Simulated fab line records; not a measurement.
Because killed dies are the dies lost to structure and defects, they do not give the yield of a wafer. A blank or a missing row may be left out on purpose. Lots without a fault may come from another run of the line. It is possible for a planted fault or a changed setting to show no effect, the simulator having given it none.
fab line records -- flow n5Finfet
record lots=7, wafers=21
route steps=1938 shown BEOL_M6@1194
startH: start of the lot's first displayed wafer, in hours after the record's first day -- waitH: hours from the lot's prior step to this one -- " unchanged from the row above -- L1.1+2: a single row standing in for several wafers -- - no value, or no start was given -- * or withheld: withheld -- < > ~ a bound
route shown NAME@n: names a module that has steps shown in the file, with the first one's number in the route -- usual: the fault-free wafers' mean and standard deviation -- same: alike in all rows -- chamber/n: place in a boat -- sites: the reading at each site -- _std_site: the standard deviation of these -- _edge_site: mean of outer sites minus mean of inner sites -- radiusMm: for every site, how far away it sits from the centre of the wafer -- mask NAME#n: copy n -- behind: the tool/chamber that last shaped the wafer -- hold: why the lot was held/for how many hours/how that ended -- device: which transistor (n, p or np) failed to switch -- end of line: tests of these same wafers at the route's end -- a step with no rows: only its recipe -- killed: count of dies lost to structure and defects at first sort (not the wafer's yield) -- map: the dies of a wafer, with x for killed, . for not killed, _ for no die there
set.NAME: the setting as run; set.NAME@STEP: as run at that earlier step -- model.NAME: the simulator's own value behind a step, which no gauge read
lots where settings were altered on purpose, with a table for each step and a row for each wafer
## steps
# step N5_BEOL_M6_ILD_DEP_00
# recipe material=SiCOH_lowk, targetThkA=1797.5, tempC=300, precursor=DEMS/porogen, pressureTorr=5, rfW=500, timeS=33.4
lot.wafer,tool,chamber,startH,waitH,set.timeS,model.SiCOH_lowk_of_BEOL_M6_ILD_DEP_00.thkNm
L076.1,pecvd-04,0,220.29,0.0,33.4,178.4
L076.3,pecvd-04,1,220.29,0.0,33.4,179
L076.4,pecvd-04,2,220.29,0.0,33.4,184
L086.2,pecvd-04,0,284.62,0.0,33.4,178
L086.3,pecvd-04,1,284.62,0.0,33.4,176.8
L086.4,pecvd-04,1,284.62,0.0,33.4,180.4
L087.1,pecvd-04,1,290.73,0.0,30.84,163.6
L087.2,pecvd-04,2,290.73,0.0,33.4,176.8
L087.6,pecvd-04,1,290.73,0.0,33.4,175.6
L089.1,pecvd-03,0,298.20,0.0,33.4,174
L089.4,pecvd-03,1,298.20,0.0,33.4,178.4
L089.5,pecvd-03,2,298.20,0.0,33.4,180.2
L090.2,pecvd-01,0,300.31,0.0,33.4,178.4
L090.4,pecvd-01,1,300.31,0.0,33.4,182.2
L090.5,pecvd-01,1,300.31,0.0,33.4,178.2
L092.2,pecvd-04,0,302.62,0.0,36.94,195.2
L092.3,pecvd-04,2,302.62,0.0,36.94,196.4
L092.4,pecvd-04,1,302.62,0.0,33.4,178
L094.1,pecvd-04,1,317.72,0.0,30.07,159.6
L094.5,pecvd-04,2,317.72,0.0,30.07,165.4
L094.6,pecvd-04,1,317.72,0.0,33.4,175.2
# step N5_BEOL_M6_CURE_74
# recipe tempC=385, timeS=240, ambient=He/Ar, material=SiCOH_lowk
lot.wafer,tool,chamber,startH,waitH,set.timeS@BEOL_M6_ILD_DEP_00,model.SiCOH_lowk_of_BEOL_M6_ILD_DEP_00.thkNm
L076.1,uvCure-01,0,220.36,0.0,33.4,153.8
L076.3,uvCure-01,0,220.36,0.0,33.4,154.2
L076.4,uvCure-01,0,220.36,0.0,33.4,158.6
L086.2,uvCure-01,2,285.01,0.4,33.4,153.4
L086.3,uvCure-01,2,285.01,0.4,33.4,152.6
L086.4,uvCure-01,2,285.01,0.4,33.4,155.6
L087.1,uvCure-02,2,290.80,0.0,30.84,141
L087.2,uvCure-02,2,290.80,0.0,33.4,152.4
L087.6,uvCure-02,2,290.80,0.0,33.4,151.4
L089.1,uvCure-03,1,298.26,0.0,33.4,150
L089.4,uvCure-03,1,298.26,0.0,33.4,153.8
L089.5,uvCure-03,1,298.26,0.0,33.4,155.4
L090.2,uvCure-01,1,300.48,0.1,33.4,153.8
L090.4,uvCure-01,1,300.48,0.1,33.4,157
L090.5,uvCure-01,1,300.48,0.1,33.4,153.6
L092.2,uvCure-02,0,302.76,0.1,36.94,168.6
L092.3,uvCure-02,0,302.76,0.1,36.94,169.6
L092.4,uvCure-02,0,302.76,0.1,33.4,153.4
L094.1,uvCure-01,2,318.00,0.3,30.07,137.4
L094.5,uvCure-01,2,318.00,0.3,30.07,142.4
L094.6,uvCure-01,2,318.00,0.3,33.4,151
# step N5_BEOL_M6_THK_MEAS_01
# recipe reads=SiCOH_lowk_of_BEOL_M6_ILD_DEP_00
# usual M6_ILD_THK=154.0/2.1
lot.wafer,tool,chamber,startH,waitH,set.timeS@BEOL_M6_ILD_DEP_00,M6_ILD_THK[nm]
L076.1,filmMetro-02,-,220.87,0.4,33.4,153.8
L076.3,filmMetro-02,-,220.87,0.4,33.4,154.2
L076.4,filmMetro-02,-,220.87,0.4,33.4,158.7
L086.2,filmMetro-01,-,286.64,1.3,33.4,153.4
L086.3,filmMetro-01,-,286.64,1.3,33.4,152.5
L086.4,filmMetro-01,-,286.64,1.3,33.4,155.4
L087.1,filmMetro-01,-,291.31,0.4,30.84,141.0
L087.2,filmMetro-01,-,291.31,0.4,33.4,152.5
L087.6,filmMetro-01,-,291.31,0.4,33.4,151.4
L089.1,filmMetro-01,-,298.77,0.4,33.4,150.0
L089.4,filmMetro-01,-,298.77,0.4,33.4,153.8
L089.5,filmMetro-01,-,298.77,0.4,33.4,155.4
L090.2,filmMetro-01,-,300.91,0.4,33.4,154.0
L090.4,filmMetro-01,-,300.91,0.4,33.4,157.1
L090.5,filmMetro-01,-,300.91,0.4,33.4,153.8
L092.2,filmMetro-02,-,303.19,0.4,36.94,168.5
L092.3,filmMetro-02,-,303.19,0.4,36.94,169.7
L092.4,filmMetro-02,-,303.19,0.4,33.4,153.7
L094.1,filmMetro-02,-,319.01,0.8,30.07,137.3
L094.5,filmMetro-02,-,319.01,0.8,30.07,142.5
L094.6,filmMetro-02,-,319.01,0.8,33.4,150.9
# step N5_BEOL_M6_EXPOSE_08
# recipe maskId=M6, na=1.35, sourceShape=dipole, sigmaInner=0.817, sigmaOuter=0.97, polarization=te, doseMj=68.25
lot.wafer,tool,chamber,startH,waitH,mask,set.doseMj
L076.1+3+4,arfiScanner-01,0,221.51,-,M6#0,68.25
L086.2+4,arfiScanner-01,0,288.22,-,M6#0,68.25
L086.3,arfiScanner-01,0,288.22,-,M6#0,66.42
L087.1+2+6,arfiScanner-03,0,293.23,-,M6#0,68.25
L089.1+5,arfiScanner-01,0,299.53,-,M6#0,65.36
L089.4,arfiScanner-01,0,299.53,-,M6#0,68.25
L090.2+4,arfiScanner-02,0,303.63,-,M6#0,63.77
L090.5,arfiScanner-02,0,303.63,-,M6#0,68.25
L092.2,arfiScanner-02,0,304.40,-,M6#0,68.25
L092.3+4,arfiScanner-02,0,304.40,-,M6#0,63.32
L094.1+5,arfiScanner-01,0,319.35,-,M6#0,71.23
L094.6,arfiScanner-01,0,319.35,-,M6#0,68.25
# step N5_BEOL_M6_PEB_09
# recipe pebTempC=withheld, pebTimeS=60, resist=CAR-ArF
# step N5_BEOL_M6_DEVELOP_10
# recipe developTimeS=30, developer=TMAH, resist=CAR-ArF, rinseLiquid=diw, dry=airSpin, devTempC=23
# step N5_BEOL_M6_CD_MEAS_11
# recipe targetCdNm=38.5, landingEnergyEv=500, detector=seInlens, polarity=opening
# usual cdNm=38.8/0.48
lot.wafer,tool,chamber,startH,waitH,set.doseMj@BEOL_M6_EXPOSE_08,cdNm
L076.1,cdSem-02,0,221.64,-,68.25,39.2
L076.3,cdSem-02,0,221.64,-,68.25,38.4
L076.4,cdSem-02,0,221.64,-,68.25,39.4
L086.2,cdSem-01,0,288.35,-,68.25,38.5
L086.3,cdSem-01,0,288.35,-,66.42,38.5
L086.4,cdSem-01,0,288.35,-,68.25,38.4
L087.1,cdSem-03,0,293.36,-,68.25,39.1
L087.2,cdSem-03,0,293.36,-,68.25,39.0
L087.6,cdSem-03,0,293.36,-,68.25,38.9
L089.1,cdSem-01,0,299.65,-,65.36,37.4
L089.4,cdSem-01,0,299.65,-,68.25,38.0
L089.5,cdSem-01,0,299.65,-,65.36,37.1
L090.2,cdSem-01,0,303.75,-,63.77,35.4
L090.4,cdSem-01,0,303.75,-,63.77,34.6
L090.5,cdSem-01,0,303.75,-,68.25,38.0
L092.2,cdSem-02,0,304.52,-,68.25,38.5
L092.3,cdSem-02,0,304.52,-,63.32,35.6
L092.4,cdSem-02,0,304.52,-,63.32,35.6
L094.1,cdSem-03,0,319.48,-,71.23,41.7
L094.5,cdSem-03,0,319.48,-,71.23,41.5
L094.6,cdSem-03,0,319.48,-,68.25,39.4
# step N5_BEOL_M6_DESCUM_16
# recipe chemistry=O2, timeS=7.9, sourcePowerW=50, biasPowerW=20, pressureMtorr=20, rfFrequencyHz=2.712e+07, tempC=40, resist=CAR-ArF, o2FlowSccm=225
# step N5_BEOL_M6_ETCH_61
# recipe chemistry=CF4, target=SiARC, targetDepthA=455, maskMaterial=CAR-ArF, timeS=75.8, ionEnergyEv=80, pressureMtorr=40, sourceW=545, biasW=36, Ar_flow_sccm=100, cf4FlowSccm=100, ends=cleared
lot.wafer,tool,chamber,startH,waitH,set.doseMj@BEOL_M6_EXPOSE_08,model.BEOL_M6.cdOffsetNm
L076.1+4,rieDiel-03,"0,3",221.76,0.0,68.25,0.8
L076.3,rieDiel-03,1,221.76,0.0,68.25,-0.2
L086.2,rieDiel-06,0,288.58,0.0,68.25,0.6
L086.3,rieDiel-06,3,288.58,0.0,66.42,0.4
L086.4,rieDiel-06,1,288.58,0.0,68.25,0.4
L087.1,rieDiel-01,2,293.81,0.0,68.25,0.8
L087.2+6,rieDiel-01,"0,2",293.81,0.0,68.25,0.6
L089.1,rieDiel-03,0,299.78,0.0,65.36,-1.2
L089.4,rieDiel-03,1,299.78,0.0,68.25,-0.4
L089.5,rieDiel-03,2,299.78,0.0,65.36,-1.6
L090.2,rieDiel-01,3,303.99,0.0,63.77,-3.4
L090.4,rieDiel-01,3,303.99,0.0,63.77,-3.6
L090.5,rieDiel-01,0,303.99,0.0,68.25,-0.2
L092.2,rieDiel-01,3,304.64,0.0,68.25,-0.4
L092.3,rieDiel-01,1,304.64,0.0,63.32,-2.8
L092.4,rieDiel-01,1,304.64,0.0,63.32,-3
L094.1,rieDiel-06,1,319.61,0.0,71.23,3.2
L094.5,rieDiel-06,3,319.61,0.0,71.23,3
L094.6,rieDiel-06,0,319.61,0.0,68.25,1.4
# step N5_BEOL_M6_ETCH_62
# recipe chemistry=N2/H2, target=SOC, targetDepthA=1100, overetchA=220, maskMaterial=SiARC, tempC=40, timeS=165, ionEnergyEv=200, pressureMtorr=30, sourceW=840, biasW=150, n2FlowSccm=200, h2FlowSccm=200
lot.wafer,tool,chamber,startH,waitH,set.doseMj@BEOL_M6_EXPOSE_08,model.BEOL_M6.cdOffsetNm
L076.1,rieDiel-03,0,221.82,0.0,68.25,0.8
L076.3,rieDiel-03,1,221.82,0.0,68.25,0
L076.4,rieDiel-03,3,221.82,0.0,68.25,0.6
L086.2+4,rieDiel-06,"0,1",288.63,0.0,68.25,0.6
L086.3,rieDiel-06,3,288.63,0.0,66.42,0.2
L087.1,rieDiel-01,2,293.86,0.0,68.25,0.8
L087.2,rieDiel-01,0,293.86,0.0,68.25,0.2
L087.6,rieDiel-01,2,293.86,0.0,68.25,0.6
L089.1,rieDiel-03,0,299.83,0.0,65.36,-1.6
L089.4,rieDiel-03,1,299.83,0.0,68.25,-0.4
L089.5,rieDiel-03,2,299.83,0.0,65.36,-2.2
L090.2+4,rieDiel-01,3,304.04,0.0,63.77,-3.6
L090.5,rieDiel-01,0,304.04,0.0,68.25,-0.8
L092.2,rieDiel-01,3,304.70,0.0,68.25,-0.2
L092.3,rieDiel-01,1,304.70,0.0,63.32,-2.8
L092.4,rieDiel-01,1,304.70,0.0,63.32,-3
L094.1,rieDiel-06,1,319.66,0.0,71.23,3.6
L094.5,rieDiel-06,3,319.66,0.0,71.23,3
L094.6,rieDiel-06,0,319.66,0.0,68.25,1.6
# step N5_BEOL_M6_STRIP_68
# recipe chemistry=N2/H2, tempC=40, n2FlowSccm=200, h2FlowSccm=200, rfFrequencyHz=6e+07
# step N5_BEOL_M6_STRIP_67
# recipe chemistry=CF4, resist=SiARC, powerW=300, biasPowerW=75, pressureMtorr=50, cf4FlowSccm=150, rfFrequencyHz=6e+07
# step N5_BEOL_M6_HM_OPEN_17
# recipe chemistry=Cl2/BCl3, targetDepthA=200, overetchA=60, target=TiN, maskMaterial=SOC, ionEnergyEv=150, pressureMtorr=10, icpW=1000, biasW=126, Cl2_flow_sccm=53.25, bcl3FlowSccm=21.75, Ar_flow_sccm=25
# step N5_BEOL_M6_STRIP_19
# recipe chemistry=O2, powerW=400, tempC=40, pressureMtorr=30, rfFrequencyHz=6e+07, biasPowerW=0, overashFraction=0.2, o2FlowSccm=225
# step N5_BEOL_M6_CD_MEAS_18
# recipe pitchNm=80, targetCdNm=40
# usual cdNm=40.2/0.58
lot.wafer,tool,chamber,startH,waitH,set.doseMj@BEOL_M6_EXPOSE_08,cdNm
L076.1,cdSem-02,-,222.19,0.0,68.25,40.5
L076.3,cdSem-02,-,222.19,0.0,68.25,40.0
L076.4,cdSem-02,-,222.19,0.0,68.25,41.0
L086.2,cdSem-01,-,289.28,0.1,68.25,40.8
L086.3,cdSem-01,-,289.28,0.1,66.42,40.0
L086.4,cdSem-01,-,289.28,0.1,68.25,40.9
L087.1,cdSem-02,-,294.23,0.0,68.25,40.2
L087.2,cdSem-02,-,294.23,0.0,68.25,39.9
L087.6,cdSem-02,-,294.23,0.0,68.25,40.6
L089.1,cdSem-01,-,300.20,0.0,65.36,38.6
L089.4,cdSem-01,-,300.20,0.0,68.25,39.5
L089.5,cdSem-01,-,300.20,0.0,65.36,38.2
L090.2,cdSem-03,-,304.44,0.1,63.77,36.2
L090.4,cdSem-03,-,304.44,0.1,63.77,36.2
L090.5,cdSem-03,-,304.44,0.1,68.25,39.1
L092.2,cdSem-01,-,305.07,0.1,68.25,39.9
L092.3,cdSem-01,-,305.07,0.1,63.32,37.1
L092.4,cdSem-01,-,305.07,0.1,63.32,36.9
L094.1,cdSem-02,-,320.03,0.0,71.23,43.5
L094.5,cdSem-02,-,320.03,0.0,71.23,43.3
L094.6,cdSem-02,-,320.03,0.0,68.25,41.2
# step N5_BEOL_M6_VIA_ETCH_34
# recipe chemistry=C4F6/O2, target=SiCOH_lowk, targetDepthA=1263, maskMaterial=SOC, taperDeg=4, timeS=50.9, ionEnergyEv=250, pressureMtorr=30, sourceW=345, biasW=185, Ar_flow_sccm=300, C4F6_flow_sccm=10, O2_flow_sccm=10
lot.wafer,tool,chamber,startH,waitH,set.timeS,model.etch.depthNm,model.SOC_of_BEOL_M6_COAT_63.thkNm
L076.1,rieDiel-03,0,223.75,0.0,50.9,125.2,54.2
L076.3,rieDiel-03,1,223.75,0.0,50.9,129.7,54
L076.4,rieDiel-03,3,223.75,0.0,50.9,123.2,54
L086.2,rieDiel-03,2,290.12,0.0,44.97,111.9,54.6
L086.3,rieDiel-03,0,290.12,0.0,44.97,110.5,54.4
L086.4,rieDiel-03,1,290.12,0.0,50.9,130.2,53.6
L087.1,rieDiel-01,2,294.98,0.0,43.77,104.6,55
L087.2,rieDiel-01,1,294.98,0.0,43.77,109.5,54.6
L087.6,rieDiel-01,0,294.98,0.0,50.9,121.8,54.2
L089.1,rieDiel-06,3,303.21,0.0,50.9,126.3,53.8
L089.4,rieDiel-06,1,303.21,0.0,50.9,125.8,53.8
L089.5,rieDiel-06,1,303.21,0.0,50.9,126.8,54
L092.2,rieDiel-06,0,305.76,0.0,42.23,101.3,55
L092.3,rieDiel-06,3,305.76,0.0,42.23,104.2,55.2
L092.4,rieDiel-06,1,305.76,0.0,42.23,104.6,55
L090.2,rieDiel-06,2,306.16,0.0,47,117.7,54.4
L090.4,rieDiel-06,1,306.16,0.0,50.9,127.7,54.2
L090.5,rieDiel-06,0,306.16,0.0,47,114.4,54.2
L094.1,rieDiel-03,0,321.03,0.0,45.96,112,54.6
L094.5,rieDiel-03,3,321.03,0.0,50.9,121.5,54
L094.6,rieDiel-03,2,321.03,0.0,50.9,126.9,54
# step N5_BEOL_M6_STRIP_76
# recipe chemistry=C4F6/O2, resist=SiARC, rfFrequencyHz=6e+07
# step N5_BEOL_M6_STRIP_36
# recipe chemistry=N2/H2, powerW=450, tempC=40, pressureMtorr=20, rfFrequencyHz=6e+07, overashFraction=0.3, biasPowerW=7, h2Frac=0.5, n2FlowSccm=200, h2FlowSccm=200
# step N5_BEOL_M6_PRECLEAN_42
# recipe chemistry=residueRemover, timeS=60, tempC=40
# step N5_BEOL_M6_SRD_43
# recipe timeS=30, tempC=23, rinseLiquid=diw, dry=ipaMarangoni
# step N5_BEOL_M6_CD_MEAS_35
# recipe targetCdNm=40, targetCdYNm=28, polarity=opening
# usual cdNm=40.1/0.61
lot.wafer,tool,chamber,startH,waitH,set.doseMj@BEOL_M6_EXPOSE_08,cdNm
L076.1,cdSem-02,-,224.15,0.0,68.25,40.5
L076.3,cdSem-02,-,224.15,0.0,68.25,40.4
L076.4,cdSem-02,-,224.15,0.0,68.25,40.9
L086.2,cdSem-01,-,290.61,0.0,68.25,40.2
L086.3,cdSem-01,-,290.61,0.0,66.42,40.1
L086.4,cdSem-01,-,290.61,0.0,68.25,40.3
L087.1,cdSem-02,-,295.38,0.0,68.25,40.4
L087.2,cdSem-02,-,295.38,0.0,68.25,39.9
L087.6,cdSem-02,-,295.38,0.0,68.25,41.1
L089.1,cdSem-03,-,303.61,0.0,65.36,38.4
L089.4,cdSem-03,-,303.61,0.0,68.25,39.6
L089.5,cdSem-03,-,303.61,0.0,65.36,37.8
L092.2,cdSem-02,-,306.16,0.0,68.25,40.0
L092.3,cdSem-02,-,306.16,0.0,63.32,37.3
L092.4,cdSem-02,-,306.16,0.0,63.32,36.7
L090.2,cdSem-03,-,306.56,0.0,63.77,36.2
L090.4,cdSem-03,-,306.56,0.0,63.77,36.3
L090.5,cdSem-03,-,306.56,0.0,68.25,39.1
L094.1,cdSem-02,-,321.44,0.0,71.23,43.7
L094.5,cdSem-02,-,321.44,0.0,71.23,43.1
L094.6,cdSem-02,-,321.44,0.0,68.25,41.5
## key
split step=N5_BEOL_M6_ILD_DEP_00, setting=timeS, stated=33.4, by=wafer
response step=N5_BEOL_M6_ILD_DEP_00, reading=model.SiCOH_lowk_of_BEOL_M6_ILD_DEP_00.thkNm, change=+1.52, per=1%, r=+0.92
response step=N5_BEOL_M6_CURE_74, reading=model.SiCOH_lowk_of_BEOL_M6_ILD_DEP_00.thkNm, change=+1.33, per=1%, r=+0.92
response step=N5_BEOL_M6_THK_MEAS_01, reading=M6_ILD_THK, change=+1.32, per=1%, r=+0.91
split step=N5_BEOL_M6_EXPOSE_08, setting=doseMj, stated=68.25, by=wafer
response step=N5_BEOL_M6_CD_MEAS_11, reading=cdNm, change=+0.386, per=1%, r=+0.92
response step=N5_BEOL_M6_ETCH_61, reading=model.BEOL_M6.cdOffsetNm, change=+0.37, per=1%, r=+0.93
response step=N5_BEOL_M6_ETCH_62, reading=model.BEOL_M6.cdOffsetNm, change=+0.378, per=1%, r=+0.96
response step=N5_BEOL_M6_CD_MEAS_18, reading=cdNm, change=+0.405, per=1%, r=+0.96
response step=N5_BEOL_M6_CD_MEAS_35, reading=cdNm, change=+0.397, per=1%, r=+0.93
split step=N5_BEOL_M6_VIA_ETCH_34, setting=timeS, stated=50.9, by=wafer
response step=N5_BEOL_M6_VIA_ETCH_34, reading=model.etch.depthNm, change=+1.31, per=1%, r=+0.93
response step=N5_BEOL_M6_VIA_ETCH_34, reading=model.SOC_of_BEOL_M6_COAT_63.thkNm, change=-0.0526, per=1%, r=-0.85
